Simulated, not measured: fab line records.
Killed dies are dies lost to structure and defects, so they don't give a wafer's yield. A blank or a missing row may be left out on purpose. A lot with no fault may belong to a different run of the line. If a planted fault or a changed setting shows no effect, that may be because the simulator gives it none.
Chamber matching -- flow nand-harc -- NHARC_P_M2_ETCH_35 on rie-diel-06 has 4 sister chambers
The step etches the open film in N2/H2, target depth 40 nm, overetch 12 nm, time 43.94 s. 4 wafers are shown with their chamber, then 12 later ones without.

WAFERS WITH THEIR CHAMBER
wafer,chamber,drypump-motor-current-A (A)
L090.1,1,5.92
L090.3,3,5.97
L092.3,0,5.64
L092.6,2,5.75

WAFERS MISSING THEIR CHAMBER
wafer,drypump-motor-current-A (A)
L091.4,5.69
L091.5,5.91
L091.6,5.71
L093.1,5.72
L093.3,5.93
L093.4,5.94
L096.2,5.94
L096.5,5.64
L096.6,5.94
L097.1,5.93
L097.3,5.67
L097.5,5.72

THE CHAMBER EACH PASSED THROUGH
wafer,from the rows above,in truth
L091.4,can't be placed: 0 or 2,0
L091.5,can't be placed: 1 or 3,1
L091.6,can't be placed: 2 or 0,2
L093.1,can't be placed: 2 or 0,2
L093.3,can't be placed: 1 or 3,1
L093.4,can't be placed: 1 or 3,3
L096.2,can't be placed: 1 or 3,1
L096.5,0,0
L096.6,can't be placed: 1 or 3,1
L097.1,can't be placed: 1 or 3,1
L097.3,can't be placed: 0 or 2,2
L097.5,can't be placed: 2 or 0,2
Correct placement for 1 of the 12. Cannot be placed on the basis of these rows: 11; the candidates contain the true chamber in 11. Placed wrongly: 0.
How it was worked out, from the rows above alone: a wafer's distance from a chamber is the root of the sum, over the readings, of the square of ((its reading less the chamber's mean) divided by the reading's scatter). If the next closest chamber is less than 2 further off than the closest, the wafer can't be placed; otherwise it belongs to the closest. For every chamber, the mean is computed from those of its wafers that are shown. The scatter: root of mean squared gap, hidden wafer to nearest shown wafer, with one shown wafer a chamber.
